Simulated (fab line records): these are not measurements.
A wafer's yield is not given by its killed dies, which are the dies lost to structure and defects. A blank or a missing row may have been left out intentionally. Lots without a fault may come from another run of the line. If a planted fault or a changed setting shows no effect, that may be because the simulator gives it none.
fab line records	flow n5Finfet
record lots=24	wafers=72	lastDay=18
route steps=1938 shown FIN_SAQP@144 DUMMY_GATE@233 SD_EPI_N@294 SD_EPI_P@308 ILD0@346 SDB@359
lots that met no fault: taken from a fault-free run of the same line
startH: start of the lot's first displayed wafer, in hours after the record's first day	waitH: hours since the lot's step before	" repeats the value in the row above	L1.1+2: one row covering several wafers at once	- no value, or no start given	* or withheld: withheld	< > ~ a bound
route shown NAME@n: NAME is a module with steps in the file, n the number in the route of the first one	usual: mean/standard deviation taken from wafers without a fault	same: alike in all rows	chamber/n: place in a boat	sites: per-site readings	_std_site: their standard deviation	_edge_site: outer sites' mean less inner sites'	radiusMm: for every site, how far away it sits from the centre of the wafer	mask NAME#n: copy n	behind: the last tool/chamber to shape the wafer	hold: what put the lot on hold/how long, in hours/how the hold closed	device: whichever transistor did not switch (one of n, p or np)	end of line: the same wafers' tests at the end of the route	a step with no rows: only its recipe	killed: not the wafer's yield, but the dies lost to structure and defects at the first sort	map: the dies of a wafer, with x for killed, . for not killed, _ for no die there
set.NAME: setting as actually run; set.NAME@STEP: the setting as run at that earlier step	model.NAME: the simulator's own value behind a step, which no gauge read
the route's steps for a sample of lots (tables are steps, rows are wafers)
services: the hour from which a tool's chamber was out of use, counted from the record's first day as startH (under 0 if before that day), plus the number of hours and why
## steps
# step N5_FIN_SAQP_STRIP_77
# recipe chemistry=N2/H2	timeS=90	powerW=100	tempC=40	pressureMtorr=100	rfFrequencyHz=6e+07	biasPowerW=3	n2FlowSccm=300	h2FlowSccm=300
# usual drypumpMotorCurrentA=5.8/0.47	oesProductAu=0.78/0.092	rfVppV=45.4/0.83	showerheadPlenumPTorr=3.42/0.091	throttleValvePct=12.3/0.31
lot.wafer	tool	chamber	startH	waitH	drypumpMotorCurrentA	oesProductAu	rfHoursCounterH	rfVppV	showerheadPlenumPTorr	throttleValvePct
L074.2	rieDiel-01	3	26.73	0.0	5.5	0.74	172	46.5	3.37	12.4
L074.3	"	2	"	"	5.3	0.73	185	43.6	3.36	12.4
L074.6	"	1	"	"	6.4	0.95	-	45.7	3.44	11.6
L075.2	rieDiel-03	1	32.78	0.0	6.0	0.68	243	45.4	3.32	12.5
L075.5	"	0	"	"	5.9	0.70	-	46.2	3.46	12.7
L075.6	"	3	"	"	5.8	0.72	-	44.8	3.34	12.3
L076.1	rieDiel-06	3	38.46	0.0	5.7	0.80	125	46.4	3.40	12.6
L076.4	"	2	"	"	5.6	0.71	197	45.3	3.50	12.5
L076.6	"	3	"	"	5.7	0.80	-	45.8	3.40	12.6
L077.2	rieDiel-06	3	44.89	0.0	5.7	0.80	127	45.7	3.40	12.6
L077.5	"	0	"	"	5.2	0.83	-	46.0	3.56	12.2
L077.6	"	1	"	"	6.1	0.68	-	44.0	3.20	12.4
L078.1	rieDiel-03	3	52.80	0.0	5.8	0.72	213	44.6	3.34	12.3
L078.3	"	1	"	"	6.0	0.68	249	46.3	3.32	12.6
L078.5	"	3	"	"	5.8	0.73	-	45.3	3.34	12.3
L079.1	rieDiel-06	1	56.80	0.0	6.1	0.68	248	44.5	3.20	12.4
L079.2	"	3	"	"	5.7	0.80	132	46.1	3.39	12.6
L079.4	"	0	"	"	5.2	0.84	90	45.4	3.56	12.2
L080.1	rieDiel-01	1	61.95	0.0	6.4	0.92	26	45.2	3.43	11.7
L080.3	"	2	"	"	5.3	0.73	196	44.9	3.36	12.4
L080.4	"	0	"	"	6.7	0.71	213	47.3	3.49	12.5
L081.1	rieDiel-03	2	72.22	0.0	5.3	0.69	249	44.6	3.47	12.7
L081.3	"	3	"	"	5.8	0.72	220	43.9	3.33	12.3
L081.5	"	3	"	"	5.7	0.72	-	45.8	3.33	12.3
L082.2	rieDiel-01	0	77.39	0.0	6.7	0.71	218	46.1	3.49	12.5
L082.4	"	1	"	"	6.4	0.91	31	45.0	3.43	11.7
L082.6	"	0	"	"	6.7	0.70	-	46.5	3.49	12.5
L083.1	rieDiel-01	2	80.72	0.0	5.3	0.72	202	46.5	3.35	12.4
L083.5	"	0	"	"	6.7	0.70	-	45.2	3.49	12.5
L083.6	"	2	"	"	5.3	0.72	-	46.2	3.35	12.4
L084.3	rieDiel-06	3	87.63	0.0	5.7	0.78	145	45.5	3.39	12.6
L084.4	"	2	"	"	5.6	0.70	214	44.9	3.49	12.6
L084.5	"	3	"	"	5.7	0.77	-	45.1	3.39	12.6
L085.1	rieDiel-06	1	92.63	0.0	6.0	0.97	4	45.5	3.60	11.8
L085.4	"	0	"	"	5.2	0.81	105	45.4	3.55	12.3
L085.5	"	1	"	"	6.0	0.97	-	44.7	3.60	11.8
L086.1	rieDiel-01	3	100.51	0.0	5.5	0.73	195	47.2	3.35	12.5
L086.2	"	1	"	"	6.4	0.90	39	45.0	3.42	11.7
L086.5	"	2	"	"	5.3	0.71	-	45.1	3.35	12.5
L087.3	rieDiel-06	1	105.62	0.0	6.0	0.96	8	45.4	3.60	11.8
L087.4	"	3	"	"	5.7	0.79	151	45.0	3.38	12.6
L087.6	"	0	"	"	5.2	0.81	-	45.5	3.54	12.3
L088.2	rieDiel-06	0	111.07	0.0	5.1	0.82	112	45.2	3.54	12.3
L088.3	"	2	"	"	5.6	0.69	223	45.9	3.48	12.6
L088.5	"	2	"	"	5.6	0.70	-	44.5	3.48	12.6
L089.1	rieDiel-06	2	117.30	0.0	5.6	0.70	225	44.2	3.48	12.6
L089.2	"	1	"	"	6.1	0.94	13	45.1	3.60	11.8
L089.4	"	3	"	"	5.7	0.77	155	45.0	3.38	12.6
L090.3	rieDiel-03	2	124.92	0.0	5.3	0.96	3	44.5	3.46	12.1
L090.4	"	3	"	"	5.7	0.71	-	42.9	3.32	12.4
L090.6	"	2	"	"	5.3	0.98	-	46.6	3.46	12.1
L091.1	rieDiel-03	2	129.64	0.0	5.3	0.96	6	44.8	3.46	12.1
L091.3	"	1	"	"	6.0	0.89	22	47.1	3.31	12.0
L091.4	"	3	"	"	5.8	0.70	-	44.9	3.32	12.4
L092.2	rieDiel-03	1	135.18	0.0	6.0	0.89	25	44.6	3.31	12.0
L092.4	"	1	"	"	6.0	0.88	-	46.0	3.31	12.0
L092.6	"	3	"	"	5.7	0.70	-	45.2	3.32	12.4
L093.2	rieDiel-01	0	140.00	0.0	6.7	0.69	241	46.0	3.48	12.5
L093.5	"	2	"	"	5.3	0.70	-	45.0	3.34	12.5
L093.6	"	3	"	"	5.5	0.72	-	44.2	3.35	12.5
L094.1	rieDiel-01	2	146.02	0.0	5.3	0.70	225	45.1	3.34	12.5
L094.4	"	1	"	"	6.4	0.87	56	45.1	3.41	11.7
L094.6	"	1	"	"	6.4	0.87	-	45.1	3.41	11.8
L095.1	rieDiel-01	3	152.83	0.0	5.4	0.71	213	44.9	3.34	12.5
L095.3	"	1	"	"	6.4	0.87	58	44.5	3.41	11.7
L095.4	"	0	"	"	6.7	0.69	246	44.1	3.48	12.5
L096.2	rieDiel-01	1	157.88	0.0	6.5	0.87	60	44.5	3.41	11.7
L096.3	"	0	"	"	6.7	0.68	247	45.5	3.48	12.5
L096.4	"	2	"	"	5.3	0.70	229	44.4	3.34	12.5
L097.1	rieDiel-06	3	165.01	0.0	5.7	0.76	171	43.9	3.37	12.7
L097.2	"	2	"	"	5.6	0.68	243	46.4	3.47	12.7
L097.6	"	0	"	"	5.2	0.79	-	45.3	3.53	12.3
# step N5_DUMMY_GATE_INSPECT_17
# recipe mode=adi	inspectInstrument=brightfield
# usual rawDefectCount=190/46
lot.wafer	tool	chamber	startH	waitH	rawDefectCount
L074.2	defectInspect-02	-	46.14	0.0	185
L074.3	"	-	"	"	282
L074.6	"	-	"	"	170
L075.2	defectInspect-02	-	52.61	0.0	141
L075.5	"	-	"	"	243
L075.6	"	-	"	"	231
L076.1	defectInspect-02	-	59.01	0.1	177
L076.4	"	-	"	"	204
L076.6	"	-	"	"	228
L077.2	defectInspect-02	-	66.40	0.0	228
L077.5	"	-	"	"	260
L077.6	"	-	"	"	209
L078.1	defectInspect-02	-	73.14	0.1	91
L078.3	"	-	"	"	175
L078.5	"	-	"	"	133
L079.1	defectInspect-01	-	78.41	0.1	252
L079.2	"	-	"	"	202
L079.4	"	-	"	"	197
L080.1	defectInspect-01	-	82.75	0.1	184
L080.3	"	-	"	"	154
L080.4	"	-	"	"	169
L081.1	defectInspect-01	-	92.15	0.1	183
L081.3	"	-	"	"	115
L081.5	"	-	"	"	162
L082.2	defectInspect-02	-	97.69	0.0	192
L082.4	"	-	"	"	179
L082.6	"	-	"	"	178
L083.1	defectInspect-02	-	101.32	0.1	204
L083.5	"	-	"	"	206
L083.6	"	-	"	"	158
L084.3	defectInspect-01	-	107.71	0.0	169
L084.4	"	-	"	"	190
L084.5	"	-	"	"	256
L085.1	defectInspect-01	-	111.99	0.1	141
L085.4	"	-	"	"	147
L085.5	"	-	"	"	194
L086.1	defectInspect-01	-	124.00	0.1	198
L086.2	"	-	"	"	162
L086.5	"	-	"	"	201
L087.3	defectInspect-01	-	125.79	0.0	187
L087.4	"	-	"	"	135
L087.6	"	-	"	"	168
L088.2	defectInspect-02	-	133.63	0.0	145
L088.3	"	-	"	"	185
L088.5	"	-	"	"	188
L089.1	defectInspect-02	-	143.22	0.1	259
L089.2	"	-	"	"	146
L089.4	"	-	"	"	122
L090.3	defectInspect-01	-	144.47	0.0	184
L090.4	"	-	"	"	137
L090.6	"	-	"	"	205
L091.1	defectInspect-02	-	151.91	0.1	211
L091.3	"	-	"	"	183
L091.4	"	-	"	"	170
L092.2	defectInspect-01	-	154.93	0.0	165
L092.4	"	-	"	"	155
L092.6	"	-	"	"	177
L093.2	defectInspect-02	-	159.70	0.0	175
L093.5	"	-	"	"	215
L093.6	"	-	"	"	299
L094.1	defectInspect-02	-	167.05	0.1	216
L094.4	"	-	"	"	256
L094.6	"	-	"	"	159
L095.1	defectInspect-02	-	173.18	0.1	234
L095.3	"	-	"	"	239
L095.4	"	-	"	"	265
L096.2	defectInspect-02	-	177.19	0.0	220
L096.3	"	-	"	"	302
L096.4	"	-	"	"	181
L097.1	defectInspect-01	-	184.18	0.1	145
L097.2	"	-	"	"	162
L097.6	"	-	"	"	188
# step N5_SD_EPI_N_INSPECT_26
# recipe inspectInstrument=darkfield	mode=postEpi
# usual rawDefectCount=205/41
lot.wafer	tool	chamber	startH	waitH	rawDefectCount
L074.2	defectInspect-02	-	54.12	0.1	197
L074.3	"	-	"	"	315
L074.6	"	-	"	"	203
L075.2	defectInspect-02	-	60.33	0.1	160
L075.5	"	-	"	"	305
L075.6	"	-	"	"	215
L076.1	defectInspect-02	-	67.11	0.1	197
L076.4	"	-	"	"	219
L076.6	"	-	"	"	228
L077.2	defectInspect-02	-	75.21	0.1	211
L077.5	"	-	"	"	211
L077.6	"	-	"	"	192
L078.1	defectInspect-02	-	79.93	0.1	133
L078.3	"	-	"	"	167
L078.5	"	-	"	"	160
L079.1	defectInspect-02	-	86.02	0.1	259
L079.2	"	-	"	"	226
L079.4	"	-	"	"	280
L080.1	defectInspect-01	-	89.57	0.1	179
L080.3	"	-	"	"	206
L080.4	"	-	"	"	214
L081.1	defectInspect-02	-	100.47	0.1	207
L081.3	"	-	"	"	167
L081.5	"	-	"	"	205
L082.2	defectInspect-01	-	104.71	0.1	185
L082.4	"	-	"	"	163
L082.6	"	-	"	"	199
L083.1	defectInspect-02	-	107.84	0.1	199
L083.5	"	-	"	"	182
L083.6	"	-	"	"	169
L084.3	defectInspect-02	-	114.25	0.1	221
L084.4	"	-	"	"	210
L084.5	"	-	"	"	298
L085.1	defectInspect-02	-	118.42	0.1	151
L085.4	"	-	"	"	154
L085.5	"	-	"	"	166
L086.1	defectInspect-01	-	131.38	0.1	218
L086.2	"	-	"	"	168
L086.5	"	-	"	"	208
L087.3	defectInspect-02	-	132.35	0.1	178
L087.4	"	-	"	"	170
L087.6	"	-	"	"	220
L088.2	defectInspect-02	-	139.97	0.1	179
L088.3	"	-	"	"	252
L088.5	"	-	"	"	185
L089.1	defectInspect-02	-	149.83	0.1	210
L089.2	"	-	"	"	174
L089.4	"	-	"	"	158
L090.3	defectInspect-02	-	150.81	0.1	186
L090.4	"	-	"	"	126
L090.6	"	-	"	"	154
L091.1	defectInspect-01	-	158.54	0.1	177
L091.3	"	-	"	"	219
L091.4	"	-	"	"	178
L092.2	defectInspect-02	-	161.56	0.1	161
L092.4	"	-	"	"	201
L092.6	"	-	"	"	188
L093.2	defectInspect-01	-	167.35	0.1	157
L093.5	"	-	"	"	178
L093.6	"	-	"	"	227
L094.1	defectInspect-02	-	173.57	0.1	251
L094.4	"	-	"	"	260
L094.6	"	-	"	"	146
L095.1	defectInspect-01	-	180.01	0.1	268
L095.3	"	-	"	"	280
L095.4	"	-	"	"	216
L096.2	defectInspect-02	-	187.98	0.1	242
L096.3	"	-	"	"	236
L096.4	"	-	"	"	205
L097.1	defectInspect-02	-	190.94	0.2	178
L097.2	"	-	"	"	191
L097.6	"	-	"	"	177
# step N5_SD_EPI_P_ETCH_37
# recipe chemistry=N2/H2	target=SOC	overetchA=1080	maskMaterial=SiARC	tempC=40	ionEnergyEv=100	sourceW=3000	biasW=133	pressureMtorr=20	timeS=486	n2FlowSccm=200	h2FlowSccm=200	ends=endPoint
# usual drypumpMotorCurrentA=5.9/0.5	oesProductAu=0.72/0.079	rfVppV=240.4/1.4	showerheadPlenumPTorr=2.52/0.082	throttleValvePct=23.83/0.28
lot.wafer	tool	chamber	startH	waitH	drypumpMotorCurrentA	oesProductAu	rfHoursCounterH	rfVppV	showerheadPlenumPTorr	throttleValvePct
L074.2	rieDiel-05	0	54.70	0.0	5.5	0.65	173	241.4	2.64	24.06
L074.3	"	1	"	"	5.6	0.72	101	239.2	2.45	23.62
L074.6	"	0	"	"	5.5	0.66	-	243.6	2.64	24.06
L075.2	rieDiel-05	0	60.91	0.0	5.4	0.66	176	240.7	2.64	24.05
L075.5	"	1	"	"	5.6	0.72	-	238.5	2.45	23.63
L075.6	"	0	"	"	5.4	0.65	-	240.5	2.64	24.06
L076.1	rieDiel-05	3	67.68	0.0	6.3	0.76	60	239.2	2.47	23.86
L076.4	"	0	"	"	5.5	0.65	-	242.2	2.64	24.05
L076.6	"	1	"	"	5.6	0.72	-	238.2	2.45	23.61
L077.2	rieDiel-05	3	75.67	0.0	6.3	0.75	63	240.1	2.47	23.85
L077.5	"	2	"	"	6.5	0.89	-	239.6	2.50	23.53
L077.6	"	3	"	"	6.4	0.75	-	239.6	2.47	23.84
L078.1	rieDiel-02	2	80.51	0.0	6.7	0.79	39	241.0	2.58	24.02
L078.3	"	0	"	"	5.1	0.64	221	239.1	2.39	23.88
L078.5	"	3	"	"	6.4	0.71	-	240.7	2.55	23.72
L079.1	rieDiel-02	0	86.64	0.1	5.1	0.63	223	238.7	2.39	23.87
L079.2	"	3	"	"	6.5	0.71	123	241.4	2.55	23.71
L079.4	"	0	"	"	5.1	0.63	-	239.8	2.39	23.87
L080.1	rieDiel-05	3	90.15	0.0	6.3	0.75	67	238.5	2.46	23.84
L080.3	"	0	"	"	5.4	0.64	184	242.5	2.63	24.06
L080.4	"	2	"	"	6.5	0.87	6	239.7	2.50	23.52
L081.1	rieDiel-05	3	101.05	0.0	6.3	0.75	70	239.8	2.46	23.85
L081.3	"	0	"	"	5.5	0.64	187	244.0	2.63	24.08
L081.5	"	2	"	"	6.5	0.86	-	240.4	2.50	23.55
L082.2	rieDiel-04	3	105.29	0.0	5.5	0.62	239	238.8	2.38	23.36
L082.4	"	2	"	"	5.7	0.64	212	242.6	2.61	23.68
L082.6	"	0	"	"	5.4	0.61	-	241.4	2.61	24.41
L083.1	rieDiel-02	1	108.41	0.0	6.2	0.63	234	240.5	2.50	24.40
L083.5	"	1	"	"	6.2	0.63	-	239.7	2.50	24.41
L083.6	"	2	"	"	6.7	0.78	-	239.0	2.58	24.05
L084.3	rieDiel-05	3	114.77	0.0	6.3	0.73	75	239.8	2.46	23.86
L084.4	"	2	"	"	6.5	0.85	14	240.5	2.49	23.54
L084.5	"	3	"	"	6.3	0.75	-	238.9	2.46	23.86
L085.1	rieDiel-05	0	119.00	0.0	5.5	0.64	193	240.0	2.63	24.06
L085.4	"	1	"	"	5.6	0.70	119	240.0	2.45	23.65
L085.5	"	2	"	"	6.5	0.84	-	238.7	2.49	23.57
L086.1	rieDiel-05	1	131.96	0.0	5.6	0.70	123	240.1	2.45	23.66
L086.2	"	0	"	"	5.4	0.64	197	242.1	2.63	24.09
L086.5	"	2	"	"	6.5	0.84	-	240.7	2.49	23.55
L087.3	rieDiel-05	3	132.98	0.0	6.3	0.74	81	240.1	2.46	23.86
L087.4	"	2	"	"	6.5	0.84	19	240.4	2.49	23.54
L087.6	"	1	"	"	5.6	0.70	-	238.6	2.45	23.65
L088.2	rieDiel-05	2	140.42	0.0	6.5	0.83	21	239.2	2.49	23.56
L088.3	"	1	"	"	5.6	0.69	125	238.8	2.44	23.67
L088.5	"	2	"	"	6.5	0.83	-	240.3	2.49	23.55
L089.1	rieDiel-05	2	150.40	0.0	6.5	0.82	24	239.7	2.49	23.56
L089.2	"	3	"	"	6.3	0.73	87	241.9	2.46	23.88
L089.4	"	3	"	"	6.4	0.72	-	238.5	2.46	23.88
L090.3	rieDiel-02	0	151.71	0.0	5.1	0.62	243	240.4	2.38	23.90
L090.4	"	1	"	"	6.2	0.62	248	240.4	2.50	24.43
L090.6	"	2	"	"	6.7	0.76	-	242.9	2.57	24.08
L091.1	rieDiel-05	1	159.41	0.0	5.6	0.70	132	238.4	2.44	23.66
L091.3	"	2	"	"	6.5	0.82	28	242.0	2.49	23.57
L091.4	"	1	"	"	5.6	0.70	-	240.4	2.44	23.66
L092.2	rieDiel-04	3	162.28	0.0	5.5	0.87	4	242.8	2.69	23.12
L092.4	"	2	"	"	5.7	0.63	232	241.2	2.61	23.70
L092.6	"	0	"	"	5.4	0.60	-	240.7	2.60	24.42
L093.2	rieDiel-05	0	168.18	0.0	5.4	0.64	205	241.7	2.62	24.10
L093.5	"	0	"	"	5.4	0.63	-	241.6	2.62	24.08
L093.6	"	3	"	"	6.3	0.73	-	238.8	2.45	23.88
L094.1	rieDiel-04	2	174.02	0.0	5.7	0.63	236	242.4	2.60	23.70
L094.4	"	3	"	"	5.5	0.85	8	242.4	2.69	23.13
L094.6	"	3	"	"	5.5	0.85	-	243.0	2.69	23.13
L095.1	rieDiel-05	0	180.59	0.0	5.4	0.63	208	242.8	2.62	24.09
L095.3	"	1	"	"	5.6	0.68	137	240.5	2.44	23.66
L095.4	"	2	"	"	6.5	0.81	33	241.0	2.49	23.56
L096.2	rieDiel-04	3	188.56	0.0	5.5	0.85	12	243.6	2.69	23.14
L096.3	"	2	"	"	5.7	0.63	240	242.7	2.60	23.71
L096.4	"	1	"	"	5.3	0.62	-	241.5	2.61	24.00
L097.1	rieDiel-02	1	191.51	0.0	6.2	0.86	0	239.6	2.50	24.10
L097.2	"	2	"	"	6.7	0.74	75	239.3	2.57	24.10
L097.6	"	1	"	"	6.2	0.87	-	240.0	2.50	24.09
# step N5_ILD0_INSPECT_06
# recipe inspectInstrument=darkfield	mode=postCmp
# usual rawDefectCount=41/17
lot.wafer	tool	chamber	startH	waitH	rawDefectCount
L074.2	defectInspect-02	-	69.03	0.0	37
L074.3	"	-	"	"	32
L074.6	"	-	"	"	51
L075.2	defectInspect-01	-	75.53	0.0	55
L075.5	"	-	"	"	31
L075.6	"	-	"	"	99
L076.1	defectInspect-01	-	79.79	0.0	13
L076.4	"	-	"	"	20
L076.6	"	-	"	"	42
L077.2	defectInspect-01	-	87.46	0.0	21
L077.5	"	-	"	"	23
L077.6	"	-	"	"	18
L078.1	defectInspect-02	-	93.34	0.0	44
L078.3	"	-	"	"	41
L078.5	"	-	"	"	61
L079.1	defectInspect-02	-	99.25	0.0	31
L079.2	"	-	"	"	20
L079.4	"	-	"	"	13
L080.1	defectInspect-01	-	102.65	0.0	40
L080.3	"	-	"	"	29
L080.4	"	-	"	"	60
L081.1	defectInspect-01	-	113.21	0.0	101
L081.3	"	-	"	"	65
L081.5	"	-	"	"	55
L082.2	defectInspect-01	-	116.18	0.0	37
L082.4	"	-	"	"	13
L082.6	"	-	"	"	28
L083.1	defectInspect-01	-	119.19	0.0	16
L083.5	"	-	"	"	20
L083.6	"	-	"	"	39
L084.3	defectInspect-02	-	126.49	0.0	38
L084.4	"	-	"	"	42
L084.5	"	-	"	"	36
L085.1	defectInspect-01	-	129.98	0.0	38
L085.4	"	-	"	"	45
L085.5	"	-	"	"	49
L086.1	defectInspect-01	-	143.90	0.0	47
L086.2	"	-	"	"	28
L086.5	"	-	"	"	48
L087.3	defectInspect-02	-	144.48	0.0	34
L087.4	"	-	"	"	38
L087.6	"	-	"	"	37
L088.2	defectInspect-02	-	151.71	0.0	32
L088.3	"	-	"	"	36
L088.5	"	-	"	"	42
L089.1	defectInspect-01	-	161.21	0.0	29
L089.2	"	-	"	"	23
L089.4	"	-	"	"	55
L090.3	defectInspect-02	-	162.64	0.0	52
L090.4	"	-	"	"	63
L090.6	"	-	"	"	25
L091.1	defectInspect-01	-	171.01	0.0	39
L091.3	"	-	"	"	36
L091.4	"	-	"	"	36
L092.2	defectInspect-01	-	172.92	0.0	32
L092.4	"	-	"	"	26
L092.6	"	-	"	"	19
L093.2	defectInspect-02	-	179.95	0.0	41
L093.5	"	-	"	"	66
L093.6	"	-	"	"	40
L094.1	defectInspect-02	-	186.23	0.0	46
L094.4	"	-	"	"	49
L094.6	"	-	"	"	36
L095.1	defectInspect-02	-	191.24	0.0	62
L095.3	"	-	"	"	61
L095.4	"	-	"	"	41
L096.2	defectInspect-02	-	199.58	0.0	40
L096.3	"	-	"	"	46
L096.4	"	-	"	"	56
L097.1	defectInspect-01	-	202.56	0.0	39
L097.2	"	-	"	"	54
L097.6	"	-	"	"	59
# step N5_SDB_DESCUM_16
# recipe chemistry=O2	timeS=7.9	sourcePowerW=50	biasPowerW=20	pressureMtorr=20	rfFrequencyHz=2.712e+07	tempC=40	resist=CAR-ArF	o2FlowSccm=225
# usual drypumpMotorCurrentA=5.8/0.46	oesProductAu=0.79/0.099	rfVppV=243.4/1.2	showerheadPlenumPTorr=2.11/0.053	throttleValvePct=20.45/0.26
lot.wafer	tool	chamber	startH	waitH	drypumpMotorCurrentA	oesProductAu	rfHoursCounterH	rfVppV	showerheadPlenumPTorr	throttleValvePct
L074.2	rieDiel-06	2	69.51	0.0	5.5	0.71	208	243.9	2.16	20.66
L074.3	"	3	"	"	5.7	0.79	137	242.1	2.09	20.66
L074.6	"	3	"	"	5.7	0.79	-	243.9	2.09	20.66
L075.2	rieDiel-01	1	76.20	0.1	6.4	0.92	30	244.5	2.12	19.92
L075.5	"	0	"	"	6.7	0.71	-	244.6	2.17	20.71
L075.6	"	1	"	"	6.4	0.93	-	244.1	2.12	19.91
L076.1	rieDiel-03	2	80.39	0.1	5.3	0.68	254	244.2	2.14	20.75
L076.4	"	1	"	"	6.0	1.00	0	242.4	2.05	20.33
L076.6	"	1	"	"	6.0	1.00	-	244.0	2.05	20.32
L077.2	rieDiel-03	1	88.04	0.0	6.0	0.96	2	242.6	2.05	20.34
L077.5	"	3	"	"	5.8	0.71	-	243.1	2.06	20.34
L077.6	"	0	"	"	5.9	0.69	-	243.5	2.15	20.86
L078.1	rieDiel-01	0	93.91	0.0	6.7	0.71	224	245.4	2.17	20.71
L078.3	"	2	"	"	5.3	0.72	207	243.9	2.06	20.56
L078.5	"	1	"	"	6.4	0.91	-	242.0	2.12	19.93
L079.1	rieDiel-01	3	100.01	0.3	5.5	0.74	195	244.1	2.08	20.54
L079.2	"	2	"	"	5.3	0.72	209	242.8	2.06	20.54
L079.4	"	1	"	"	6.4	0.91	38	244.5	2.12	19.93
L080.1	rieDiel-03	0	103.27	0.2	5.9	0.69	252	245.5	2.15	20.85
L080.3	"	1	"	"	6.0	0.93	9	241.8	2.05	20.35
L080.4	"	1	"	"	6.0	0.93	-	242.9	2.05	20.34
L081.1	rieDiel-03	3	113.80	0.0	5.7	0.71	237	242.4	2.06	20.34
L081.3	"	0	"	"	5.9	0.68	256	243.1	2.15	20.87
L081.5	"	3	"	"	5.8	0.71	-	242.9	2.06	20.36
L082.2	rieDiel-01	3	116.66	0.0	5.5	0.72	201	242.4	2.08	20.56
L082.4	"	1	"	"	6.4	0.90	45	242.9	2.12	19.96
L082.6	"	1	"	"	6.4	0.89	-	244.3	2.12	19.94
L083.1	rieDiel-03	1	120.32	0.6	6.0	0.91	16	242.2	2.05	20.37
L083.5	"	2	"	"	5.3	0.99	-	245.0	2.14	20.33
L083.6	"	3	"	"	5.8	0.70	-	242.9	2.06	20.35
L084.3	rieDiel-06	0	127.75	0.8	5.1	0.81	118	244.5	2.17	20.24
L084.4	"	2	"	"	5.5	0.69	229	243.5	2.15	20.69
L084.5	"	2	"	"	5.5	0.69	-	245.1	2.15	20.68
L085.1	rieDiel-01	1	130.56	0.0	6.4	0.87	51	243.2	2.11	19.95
L085.4	"	2	"	"	5.3	0.70	220	242.2	2.06	20.56
L085.5	"	0	"	"	6.7	0.68	-	241.7	2.16	20.74
L086.1	rieDiel-06	3	144.47	0.0	5.7	0.77	166	243.3	2.08	20.72
L086.2	"	1	"	"	6.0	0.92	21	245.3	2.25	20.26
L086.5	"	0	"	"	5.1	0.80	-	244.8	2.16	20.24
L087.3	rieDiel-01	3	145.05	0.0	5.5	0.71	210	244.0	2.08	20.58
L087.4	"	1	"	"	6.4	0.87	55	244.5	2.11	19.97
L087.6	"	0	"	"	6.7	0.69	-	242.9	2.16	20.75
L088.2	rieDiel-01	0	152.30	0.0	6.7	0.69	245	243.8	2.16	20.75
L088.3	"	2	"	"	5.3	0.71	227	242.3	2.05	20.57
L088.5	"	2	"	"	5.3	0.70	-	242.1	2.06	20.57
L089.1	rieDiel-03	1	161.66	0.0	6.0	0.88	38	241.8	2.04	20.37
L089.2	"	0	"	"	5.9	0.95	10	244.6	2.14	20.45
L089.4	"	2	"	"	5.3	0.90	-	243.6	2.13	20.37
L090.3	rieDiel-06	0	163.22	0.0	5.1	0.79	129	244.3	2.16	20.26
L090.4	"	2	"	"	5.6	0.69	243	243.9	2.14	20.70
L090.6	"	3	"	"	5.7	0.77	-	243.1	2.07	20.74
L091.1	rieDiel-03	0	171.59	0.0	5.9	0.94	13	242.4	2.14	20.47
L091.3	"	3	"	"	5.8	0.98	4	242.6	2.05	20.01
L091.4	"	2	"	"	5.3	0.88	26	243.6	2.13	20.38
L092.2	rieDiel-01	1	173.37	0.0	6.4	0.86	67	244.5	2.11	19.99
L092.4	"	3	"	"	5.5	0.70	-	243.0	2.07	20.60
L092.6	"	1	"	"	6.4	0.85	-	243.0	2.11	19.99
L093.2	rieDiel-06	1	180.40	0.0	6.0	0.90	34	245.5	2.24	20.29
L093.5	"	2	"	"	5.6	0.68	-	244.5	2.14	20.72
L093.6	"	3	"	"	5.7	0.75	-	241.8	2.07	20.76
L094.1	rieDiel-01	1	187.12	0.3	6.4	0.85	73	244.8	2.11	19.99
L094.4	"	2	"	"	5.3	0.69	-	242.5	2.05	20.58
L094.6	"	3	"	"	5.5	0.70	-	242.0	2.07	20.60
L095.1	rieDiel-03	3	191.84	0.0	5.8	0.94	10	242.2	2.05	20.03
L095.3	"	1	"	"	6.1	0.86	48	242.1	2.04	20.40
L095.4	"	0	"	"	5.9	0.92	20	242.2	2.14	20.49
L096.2	rieDiel-01	2	200.03	0.0	5.3	0.69	247	244.1	2.05	20.60
L096.3	"	0	"	"	6.7	0.97	5	242.4	2.15	20.28
L096.4	"	1	"	"	6.4	0.84	78	244.2	2.10	20.00
L097.1	rieDiel-06	0	203.14	0.0	5.2	0.77	146	245.3	2.16	20.29
L097.2	"	1	"	"	6.1	0.88	45	245.3	2.24	20.32
L097.6	"	0	"	"	5.2	0.78	-	244.9	2.16	20.28
## services
tool	chamber	startH	hours	kind
rieDiel-06	3	4.61	5.3	repair
rieDiel-04	2	11.39	43.8	repair
rieDiel-02	0	16.27	1.6	repair
rieDiel-03	1	18.59	3.5	repair
rieDiel-02	3	27.34	12.5	repair
rieDiel-03	0	41.90	2.2	repair
rieDiel-05	2	46.82	-	clean
rieDiel-05	1	55.66	1.7	repair
rieDiel-05	-	77.98	2.8	pm
rieDiel-06	2	78.60	4.3	repair
rieDiel-01	3	80.46	4.2	repair
rieDiel-02	2	84.27	3.8	repair
rieDiel-03	2	91.31	7.1	repair
rieDiel-03	-	111.30	2.4	repair
rieDiel-06	1	132.23	6.0	repair
rieDiel-06	0	133.63	5.5	repair
rieDiel-06	-	139.31	0.5	repair
rieDiel-04	1	142.41	4.1	repair
rieDiel-05	0	149.93	9.9	repair
rieDiel-06	3	155.87	5.8	repair
rieDiel-01	0	167.59	-	clean
rieDiel-01	0	167.59	-	consumableReplace:focusRing
rieDiel-01	0	167.59	20.5	scheduledDown
rieDiel-01	0	167.59	20.5	ventCycle
## key
fault none
